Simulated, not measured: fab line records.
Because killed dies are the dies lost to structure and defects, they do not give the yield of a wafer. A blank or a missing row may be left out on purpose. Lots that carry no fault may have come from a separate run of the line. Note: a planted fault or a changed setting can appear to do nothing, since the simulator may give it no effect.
fab line records | flow n5_finfet
[record] lots = 10 wafers = 30 last_day = 17
route steps=1938 shown BEOL_M4@1071 MIM_BOT_ETCH@1868 TV_OPEN@1890 PASSIVATION@1910
lots with no fault: from the same line, run without faults
start_h: start of the lot's first displayed wafer, in hours after the record's first day | wait_h: hours elapsed since this lot's preceding step | " the same as in the row above | L1.1+2: one row covering several wafers at once | - either no value or no given start | * or withheld: withheld | < > ~ a bound
route shown NAME@n: NAME is a module with steps in the file, n the number in the route of the first one | usual: the fault-free wafers' mean and standard deviation | same: alike in all rows | chamber/n: place in a boat | sites: readings site by site | _std_site: their standard deviation | _edge_site: outer sites' mean less inner sites' | radius_mm: for every site, how far away it sits from the centre of the wafer | mask NAME#n: copy n | behind: the tool/chamber that last shaped the wafer | hold: what put the lot on hold/how long, in hours/how the hold closed | device: transistor that didn't switch, given as n, p or np | end of line: at the end of the route, the tests of the same wafers | a step given without rows: its recipe and nothing more | killed: count of dies lost to structure and defects at first sort (not the wafer's yield) | map: dies across one wafer; x = killed, . = not, _ = none there
set.NAME: the setting the step ran with; set.NAME@STEP: the setting that earlier step ran with | model.NAME: the simulator's own value behind a step, which no gauge read
the route's steps for a sample of lots (tables are steps, rows are wafers)
services: when a tool's chamber went out of use (start_h, in hours from the record's first day, below 0 if earlier), for how many hours, and the reason
[[steps]]
[step N5_BEOL_M4_ETCH_41]
[recipe] chemistry = CH3F/O2 target = SiCN target_depth_a = 299 taper_deg = 2 time_s = 52.5 ion_energy_ev = 120 mask_material = TiN pressure_mtorr = 30 source_w = 395 bias_w = 75 Ar_flow_sccm = 150 CH3F_flow_sccm = 30 O2_flow_sccm = 20
[usual] drypump_motor_current_A = 5.5/0.42 oes_product_au = 0.81/0.084 rf_vpp_V = 297.6/1.5 showerhead_plenum_p_Torr = 2.01/0.061 throttle_valve_pct = 16.42/0.26
// columns lot.wafer tool chamber start_h wait_h drypump_motor_current_A oes_product_au rf_hours_counter_h rf_vpp_V showerhead_plenum_p_Torr throttle_valve_pct
L497.1 rie_diel-04 0 174.00 - 5.5 0.92 32 298.5 2.04 16.37
L497.2 " 3 " " 5.4 0.83 87 296.0 2.02 16.40
L497.4 " 2 " " 5.6 0.92 17 298.7 2.04 16.42
L498.4 rie_diel-04 2 174.70 - 5.6 0.92 17 299.0 2.04 16.43
L498.5 " 2 " " 5.7 0.91 - 297.7 2.04 16.42
L498.6 " 3 " " 5.4 0.82 - 296.7 2.02 16.41
L499.1 rie_diel-01 1 178.71 - 6.1 0.78 116 297.0 1.93 16.54
L499.2 " 0 " " 5.9 0.98 10 300.0 2.05 16.08
L499.6 " 1 " " 6.1 0.77 - 295.6 1.93 16.54
L502.1 rie_diel-04 0 200.46 - 5.5 0.90 42 298.7 2.04 16.43
L502.3 " 2 " " 5.7 0.91 26 298.2 2.03 16.45
L502.4 " 1 " " 4.7 0.67 239 299.0 1.97 16.60
L507.1 rie_diel-04 3 229.81 - 5.4 0.79 105 297.7 2.02 16.44
L507.2 " 2 " " 5.6 0.87 37 298.2 2.03 16.46
L507.4 " 0 " " 5.5 0.87 - 297.3 2.03 16.42
L510.1 rie_diel-02 1 239.12 - 5.3 0.87 35 296.7 1.95 16.09
L510.2 " 3 " " 4.9 0.73 181 296.4 2.00 16.40
L510.3 " 2 " " 5.0 0.70 199 295.4 1.91 16.74
L512.1 rie_diel-02 2 262.73 - 5.0 0.69 207 296.9 1.91 16.74
L512.2 " 3 " " 4.9 0.72 189 296.7 1.99 16.43
L512.5 " 0 " " 5.6 0.72 - 297.6 1.98 16.69
L513.3 rie_diel-02 3 266.99 - 4.9 0.72 190 296.4 1.99 16.42
L513.4 " 0 " " 5.6 0.73 204 297.7 1.98 16.68
L513.6 " 1 " " 5.4 0.86 - 296.7 1.95 16.11
L517.2 rie_diel-02 3 287.20 - 4.9 0.71 197 296.9 1.99 16.42
L517.3 " 1 " " 5.3 0.85 50 296.4 1.95 16.14
L517.6 " 0 " " 5.6 0.71 - 296.5 1.98 16.69
L518.1 rie_diel-02 3 299.13 - 4.9 0.71 201 298.2 1.99 16.45
L518.3 " 0 " " 5.6 0.72 215 296.9 1.98 16.73
L518.5 " 3 " " 4.9 0.71 - 296.6 1.99 16.44
[step N5_MIM_BOT_ETCH_ETCH_00]
[recipe] chemistry = Cl2/BCl3 target = TiN target_depth_a = 455 ion_energy_ev = 150 pressure_mtorr = 10 icp_w = 1000 bias_w = 126 Cl2_flow_sccm = 53.25 bcl3_flow_sccm = 21.75 Ar_flow_sccm = 25
[usual] drypump_motor_current_A = 5.9/0.42 he_backside_leak_sccm = 3.5/0.34 oes_product_au = 0.78/0.091 throttle_valve_pct = 21.98/0.13
// columns lot.wafer tool chamber start_h wait_h drypump_motor_current_A he_backside_leak_sccm oes_product_au rf_hours_counter_h throttle_valve_pct
L497.1 rie_metal-01 1 265.62 0.1 5.6 3.8 0.79 38 21.93
L497.2 " 0 " " 6.0 3.3 0.65 104 22.13
L497.4 " 0 " " 6.0 3.5 0.65 - 22.13
L499.1 rie_metal-01 0 270.26 0.1 6.1 3.4 0.64 104 22.13
L499.2 " 1 " " 5.5 3.4 0.78 38 21.95
L499.6 " 1 " " 5.5 3.4 0.78 - 21.94
L498.4 rie_metal-01 0 274.32 0.1 6.1 3.5 0.64 - 22.12
L498.5 " 0 " " 6.1 3.4 0.65 - 22.11
L498.6 " 1 " " 5.6 3.6 0.77 - 21.95
L502.1 rie_metal-01 0 295.20 0.1 6.0 3.4 0.64 106 22.15
L502.3 " 0 " " 6.1 3.4 0.64 - 22.13
L502.4 " 1 " " 5.6 3.6 0.77 - 21.95
L507.1 rie_metal-03 1 327.86 0.1 5.3 3.3 0.88 18 22.04
L507.2 " 0 " " 6.2 3.4 0.73 54 21.88
L507.4 " 1 " " 5.3 3.5 0.88 - 22.04
L510.1 rie_metal-02 0 337.26 0.1 6.6 3.2 0.77 49 22.19
L510.2 " 1 " " 6.5 3.8 0.78 54 21.62
L510.3 " 0 " " 6.6 3.2 0.77 - 22.18
L512.1 rie_metal-03 1 351.62 0.1 5.3 3.6 0.86 21 22.07
L512.2 " 0 " " 6.2 3.4 0.73 57 21.91
L512.5 " 1 " " 5.3 3.3 0.86 - 22.08
L513.3 rie_metal-02 0 363.39 0.1 6.6 3.4 0.78 - 22.16
L513.4 " 1 " " 6.5 3.7 0.78 - 21.63
L513.6 " 1 " " 6.5 3.8 0.78 - 21.62
L517.2 rie_metal-01 0 392.68 0.1 6.1 3.4 0.97 2 21.91
L517.3 " 0 " " 6.1 3.3 0.97 - 21.89
L517.6 " 1 " " 5.6 3.6 0.75 - 21.98
L518.1 rie_metal-01 0 405.70 0.1 6.1 3.2 0.96 3 21.90
L518.3 " 0 " " 6.0 3.3 0.95 - 21.89
L518.5 " 1 " " 5.6 3.7 0.75 - 21.97
[step N5_PASSIVATION_ETCH_15]
[recipe] chemistry = CF4/N2 target = SiCN target_depth_a = 750 taper_deg = 2 time_s = 81.2 ion_energy_ev = 150 mask_material = SiNx pressure_mtorr = 40 source_w = 430 bias_w = 70 Ar_flow_sccm = 100 cf4_flow_sccm = 60 n2_flow_sccm = 60
[usual] drypump_motor_current_A = 5.5/0.48 oes_product_au = 0.77/0.083 rf_vpp_V = 382.2/1.9 showerhead_plenum_p_Torr = 2.21/0.068 throttle_valve_pct = 15.49/0.23
// columns lot.wafer tool chamber start_h wait_h drypump_motor_current_A oes_product_au rf_hours_counter_h rf_vpp_V showerhead_plenum_p_Torr throttle_valve_pct
L499.1 rie_diel-03 1 - - 5.2 0.69 232 383.4 2.27 15.59
L499.2 " 0 " " 5.3 0.68 222 383.8 2.27 15.54
L499.6 " 2 " " 4.8 0.89 - 380.9 2.16 14.92
L498.4 rie_diel-06 1 - - 5.4 0.83 92 382.9 2.24 15.53
L498.5 " 3 " " 6.7 0.84 - 384.1 2.24 15.28
L498.6 " 2 " " 5.7 0.71 - 380.0 2.12 15.87
L497.1 rie_diel-06 3 - - 6.8 0.84 71 382.9 2.24 15.28
L497.2 " 0 " " 5.4 0.73 182 380.5 2.11 15.70
L497.4 " 2 " " 5.7 0.72 172 380.2 2.12 15.86
L502.1 rie_diel-05 0 - - 5.3 0.72 197 383.1 2.19 15.36
L502.3 " 3 " " 5.4 0.71 208 384.4 2.28 15.52
L502.4 " 1 " " 5.6 0.87 30 384.4 2.34 15.45
L507.1 rie_diel-06 0 - - 5.5 0.72 198 379.3 2.10 15.73
L507.2 " 1 " " 5.4 0.81 108 380.9 2.23 15.56
L507.4 " 3 " " 6.7 0.82 87 382.2 2.23 15.31
L510.1 rie_diel-03 1 - - 5.2 0.67 250 384.0 2.26 15.63
L510.2 " 0 " " 5.3 0.67 242 383.5 2.26 15.58
L510.3 " 2 " " 4.8 0.86 45 380.6 2.16 14.97
L512.1 rie_diel-05 1 - - 5.6 0.85 49 385.0 2.33 15.47
L512.2 " 2 " " 6.0 0.88 37 380.4 2.16 15.39
L512.5 " 2 " " 6.0 0.88 - 380.6 2.16 15.39
L513.3 rie_diel-03 3 - - 5.1 0.79 144 382.8 2.21 15.42
L513.4 " 2 " " 4.8 0.84 55 381.5 2.15 14.99
L513.6 " 3 " " 5.1 0.79 - 382.8 2.21 15.42
L517.2 rie_diel-06 1 - - 5.3 0.79 121 382.4 2.23 15.59
L517.3 " 2 " " 5.7 0.69 - 379.4 2.10 15.92
L517.6 " 2 " " 5.7 0.68 - 378.9 2.10 15.93
L518.1 rie_diel-06 1 - - 5.3 0.79 125 382.8 2.22 15.60
L518.3 " 3 " " 6.8 0.79 109 382.5 2.23 15.36
L518.5 " 1 " " 5.3 0.79 - 382.6 2.22 15.58
[step N5_PASSIVATION_ETCH_59]
[recipe] chemistry = Cl2/BCl3 target = TaN target_depth_a = 650 time_s = 34.9 ion_energy_ev = 100 pressure_mtorr = 10 icp_w = 900 bias_w = 100 Cl2_flow_sccm = 60 bcl3_flow_sccm = 30
[usual] drypump_motor_current_A = 5.9/0.46 he_backside_leak_sccm = 3.5/0.32 oes_product_au = 0.78/0.086 throttle_valve_pct = 21.16/0.14
// columns lot.wafer tool chamber start_h wait_h drypump_motor_current_A he_backside_leak_sccm oes_product_au rf_hours_counter_h throttle_valve_pct
L499.1 rie_metal-03 1 274.20 0.3 5.3 3.6 0.90 13 21.21
L499.2 " 0 " " 6.2 3.5 0.75 49 21.07
L499.6 " 1 " " 5.3 3.6 0.90 - 21.22
L498.4 rie_metal-03 0 279.39 0.2 6.2 3.5 0.73 - 21.09
L498.5 " 1 " " 5.3 3.3 0.89 - 21.22
L498.6 " 0 " " 6.2 3.5 0.74 - 21.08
L497.1 rie_metal-03 1 280.11 0.3 5.3 3.4 0.89 15 21.23
L497.2 " 0 " " 6.2 3.5 0.74 51 21.07
L497.4 " 1 " " 5.2 6.6 0.88 - 21.22
L502.1 rie_metal-03 0 300.72 0.3 6.2 3.5 0.73 52 21.08
L502.3 " 0 " " 6.2 3.6 0.74 - 21.11
L502.4 " 1 " " 5.3 3.5 0.88 - 21.24
L507.1 rie_metal-03 0 331.67 0.3 6.2 3.4 0.72 55 21.07
L507.2 " 1 " " 5.3 3.3 0.87 19 21.25
L507.4 " 0 " " 6.2 3.6 0.72 - 21.10
L510.1 rie_metal-01 1 341.75 0.3 5.6 3.7 0.76 45 21.17
L510.2 " 0 " " 6.1 3.6 0.63 111 21.33
L510.3 " 1 " " 5.6 3.6 0.76 - 21.15
L512.1 rie_metal-03 1 359.77 0.3 5.3 3.2 0.86 22 21.24
L512.2 " 0 " " 6.2 3.5 0.72 58 21.08
L512.5 " 0 " " 6.2 3.6 0.72 - 21.10
L513.3 rie_metal-01 0 367.76 0.2 6.1 3.4 0.99 - 21.08
L513.4 " 1 " " 5.5 3.4 0.74 - 21.18
L513.6 " 1 " " 5.6 3.7 0.75 - 21.18
L517.2 rie_metal-03 1 397.44 0.3 5.3 3.2 0.85 26 21.23
L517.3 " 1 " " 5.3 3.2 0.86 - 21.24
L517.6 " 1 " " 5.3 3.3 0.85 - 21.23
L518.1 rie_metal-01 0 409.09 0.3 6.1 3.4 0.95 4 21.09
L518.3 " 1 " " 5.6 3.3 0.75 - 21.18
L518.5 " 0 " " 6.1 3.5 0.96 - 21.08
[step N5_PASSIVATION_PROBE_49]
[usual] defect_limited_yield = 91.1/1.4 killed_at_M0_to_M3 = 35/8.7 killed_at_M4_up = 14/5.3 killed_at_contacts = 12/6.2 killed_at_front_end = 41/12 killed_at_other = 3.4/2.6 killed_dies = 105/16 killed_on_rim = 14/3.8 killed_open = 67/13 killed_short = 36/7.3 sort_bin_5_function = 5.2/0.96 sort_bin_6_memory = 3.3/0.6 sort_n_pass = 1075/16 sort_yield_pct = 91.1/1.4
[same] gross_dies = 1180 killed_at_back_side = 0 sort_bin_4_leakage[%] = 0 sort_bin_8_speed[%] = 0
// columns lot.wafer tool chamber start_h wait_h defect_limited_yield[%] killed_at_M0_to_M3 killed_at_M4_up killed_at_contacts killed_at_front_end killed_at_other killed_dies killed_on_rim killed_open killed_short sort_bin_5_function[%] sort_bin_6_memory[%] sort_n_pass sort_yield_pct[%]
L507.1 prober-01 - 336.10 0.0 87.6 36 65 9 35 1 146 31 56 33 7.9 2.8 1034 87.6
L507.2 prober-01 - 336.15 0.1 91.0 36 8 13 45 4 106 20 60 41 4.9 3.1 1074 91.0
L507.4 prober-01 - 336.25 0.2 91.1 32 3 16 46 8 105 13 66 38 5.8 2.7 1075 91.1
// killed by level:class
L507.1 BEOL_M4:unspecified=54 BEOL_M0_SAQP:geometric_particle:short=11 MOL_CONTACT_COAG:geometric_particle:open=8 BEOL_M2:geometric_particle:open=7 DUMMY_GATE:geometric_particle:open=6 GATE_CUT:geometric_particle:short=6 BEOL_M0:geometric_particle:open=6 STI_FIN_REVEAL:geometric_particle:open=4
L507.2 BEOL_M0_SAQP:geometric_particle:short=13 BEOL_M0_SAQP:geometric_particle:open=11 MOL_CONTACT_COAG:geometric_particle:open=10 STI_FIN_REVEAL:geometric_particle:open=8 GATE_CUT:geometric_particle:short=8 BEOL_M3:geometric_particle:open=6 FIN_SAQP:geometric_particle:short=4 HKMG_FIN:area_etch=4
L507.4 BEOL_M0_SAQP:geometric_particle:open=13 MOL_CONTACT_COAG:geometric_particle:open=13 FIN_SAQP:geometric_particle:short=12 GATE_CUT:geometric_particle:short=9 FIN_SAQP:geometric_particle:open=8 BEOL_M0_SAQP:geometric_particle:short=6 STI_FIN_REVEAL:geometric_particle:open=5 BEOL_M1:geometric_particle:open=4
[[services]]
// columns tool chamber start_h hours kind
rie_metal-01 - 151.98 1.0 repair
rie_diel-06 3 158.92 1.5 repair
rie_diel-02 0 180.49 4.4 repair
rie_diel-03 2 208.36 12.5 repair
rie_diel-03 3 217.87 22.0 repair
rie_diel-02 - 220.78 2.3 repair
rie_diel-05 3 240.96 8.6 repair
rie_diel-01 3 270.15 5.9 repair
rie_diel-05 2 283.44 5.7 repair
rie_diel-01 2 285.76 10.5 repair
rie_diel-03 1 291.24 4.8 repair
rie_diel-03 - 296.14 0.2 repair
rie_diel-01 0 307.46 4.7 repair
rie_diel-06 - 307.82 0.2 repair
rie_diel-01 0 314.89 13.9 repair
rie_metal-03 - 319.20 0.7 repair
rie_diel-01 1 329.92 2.2 repair
rie_diel-03 0 341.19 7.5 repair
rie_diel-04 3 350.74 3.8 repair
rie_diel-06 1 372.25 20.2 repair
rie_metal-01 - 373.40 2.8 pm
rie_diel-05 2 385.76 2.4 repair
rie_diel-06 0 394.34 4.2 repair
rie_diel-05 0 407.32 6.0 repair
[[key]]
[first_sign] step = N5_PASSIVATION_PROBE_49 reading = killed_at_M4_up direction = up sigmas = 9.6 usual = 14 struck = 65
[effect] step = N5_PASSIVATION_PROBE_49 reading = defect_limited_yield direction = down sigmas = 2.5 usual = 91.1 struck = 87.6
[more_kills_born_at] N5_BEOL_M4_ETCH_41@rie_diel-04 = 54
met_at N5_BEOL_M4_ETCH_41
struck_lots L507
struck_wafers L507.1
not_acting_at N5_MIM_BOT_ETCH_ETCH_00,N5_PASSIVATION_ETCH_15,N5_PASSIVATION_ETCH_59
onset_between 174.70 229.81
[fault] kind = chamber_particle_source tool = rie_diel-04 chamber = 3 onset_h = 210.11 steps = N5_BEOL_M4_ETCH_41 rate_per_visit_cm2 = 0.93047
